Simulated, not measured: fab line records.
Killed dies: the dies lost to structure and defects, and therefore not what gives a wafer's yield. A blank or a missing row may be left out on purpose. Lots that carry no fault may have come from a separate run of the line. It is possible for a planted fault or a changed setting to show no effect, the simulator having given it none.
Split-lot study + flow n5_finfet + 7 lots, 21 wafers read, on a route of 1938 steps

## ON THE SPLIT
At N5_BEOL_M3_EXPOSE_08 (exposes mask M3), the setting dose_mj was moved away from the recipe's 33 on 7 of the 21 wafers read, by -6.8% to +6.3%. The other wafers ran this setting at the recipe's value.

## FROM THE SPLIT TO THE READING: what the file shows between them, 2 steps
- N5_BEOL_M3_PEB_09: peb time 60 s
- N5_BEOL_M3_DEVELOP_10: develop time 30 s

## THE READING
cd_nm (nm) at N5_BEOL_M3_CD_MEAS_11, where the cd target is 17.05 nm. Fault-free wafers of this fab line usually give 17.04 nm, standard deviation 0.26 nm.

| wafer  | tool, chamber at the split | dose_mj as run | against the recipe | cd_nm, nm | against lot-mates on the recipe |
|--------|----------------------------|----------------|--------------------|-----------|---------------------------------|
| L079.4 | euv_scanner-02, 0          | 33             | recipe             | 17.45     | -                               |
| L079.5 | euv_scanner-02, 0          | 33             | recipe             | 17.40     | -                               |
| L079.6 | euv_scanner-02, 0          | 33             | recipe             | 16.98     | -                               |
| L077.3 | euv_scanner-02, 0          | 33             | recipe             | 17.02     | -                               |
| L077.5 | euv_scanner-02, 0          | 33             | recipe             | 17.12     | -                               |
| L077.6 | euv_scanner-02, 0          | 33             | recipe             | 17.13     | -                               |
| L080.4 | euv_scanner-02, 0          | 30.74          | -6.8%              | 15.34     | no lot-mate on the recipe       |
| L080.5 | euv_scanner-02, 0          | 30.74          | -6.8%              | 15.53     | no lot-mate on the recipe       |
| L080.6 | euv_scanner-02, 0          | 30.74          | -6.8%              | 15.28     | no lot-mate on the recipe       |
| L084.2 | euv_scanner-01, 0          | 33             | recipe             | 16.65     | -                               |
| L084.3 | euv_scanner-01, 0          | 33.64          | +1.9%              | 17.17     | +0.37                           |
| L084.6 | euv_scanner-01, 0          | 33             | recipe             | 16.95     | -                               |
| L085.2 | euv_scanner-02, 0          | 34.68          | +5.1%              | 17.70     | +1.04                           |
| L085.3 | euv_scanner-02, 0          | 34.68          | +5.1%              | 17.72     | +1.06                           |
| L085.5 | euv_scanner-02, 0          | 33             | recipe             | 16.66     | -                               |
| L087.1 | euv_scanner-01, 0          | 33             | recipe             | 16.77     | -                               |
| L087.3 | euv_scanner-01, 0          | 35.07          | +6.3%              | 18.54     | +1.61                           |
| L087.6 | euv_scanner-01, 0          | 33             | recipe             | 17.09     | -                               |
| L097.1 | euv_scanner-02, 0          | 33             | recipe             | 16.66     | -                               |
| L097.3 | euv_scanner-02, 0          | 33             | recipe             | 16.56     | -                               |
| L097.5 | euv_scanner-02, 0          | 33             | recipe             | 16.65     | -                               |

THE FIT
A straight line over all 21 wafers: cd_nm changes by +0.213 nm for each +1% of dose_mj; r = +0.94; the points scatter about the line by 0.27 nm.
The same after taking each lot's own level away (the mean of its wafers on the recipe; 18 wafers): +0.228 nm for each +1%; r = +0.96; scatter 0.14 nm.
The reading moves by 1.6 nm for the largest change in dose_mj, on that fit.
Measured against the standard deviation above, the lots' own levels, which go from 16.623 to 17.277 nm, span 2.5 times it.
So the lot-to-lot level changes the slope little: the two slopes agree.
Check: +1.29 nm against its lot-mates is what the line predicts for one of the wafers moved furthest among these (+6.3%) when that wafer is left out of the fit. Against them it came out at +1.61 nm.

## ADDITIONAL SPLITS CARRIED BY THESE WAFERS
Before the reading, these wafers also passed through other splits. Each is held against what the fit with the lots' levels taken away leaves over:
| other split on the same wafers    | wafers away from the commonest value | r with cd_nm (lot level and that fit taken away) |
|-----------------------------------|--------------------------------------|--------------------------------------------------|
| N5_SDB_STRIP_22 power_w           | 4                                    | -0.11                                            |
| N5_HKMG_FIN_PEB_10 peb_time_s     | 8                                    | -0.03                                            |
| N5_BEOL_M0_SAQP_ILD_DEP_01 time_s | 6                                    | -0.08                                            |
| N5_BEOL_M0_SAQP_PECVD_03 time_s   | 5                                    | +0.26                                            |
| N5_BEOL_M1_PECVD_72 time_s        | 7                                    | -0.05                                            |
| N5_BEOL_M1_COAT_61 spin_rpm       | 7                                    | +0.28                                            |
| N5_BEOL_M3_ILD_DEP_00 time_s      | 4                                    | -0.12                                            |

## THE WHOLE CHAIN: every reading that the file lists as answering this split, in the file's order
| step                  | what it does                                                | reading                                                               | change (the file's fit)               | r (the file's) |
|-----------------------|-------------------------------------------------------------|-----------------------------------------------------------------------|---------------------------------------|----------------|
| N5_BEOL_M3_CD_MEAS_11 | target cd 17.05 nm                                          | cd_nm                                                                 | +0.234 nm for each +1% of the setting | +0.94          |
| N5_BEOL_M3_ETCH_74    | etches underlayer in N2/H2, target depth 6.5 nm, time 5.2 s | BEOL_M3.cd_offset_nm (the simulator's own value, which no gauge read) | +0.233 nm for each +1% of the setting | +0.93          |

## THE FILE'S OWN FIT
cd_nm changes by +0.234 nm for each +1% of dose_mj, r = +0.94.
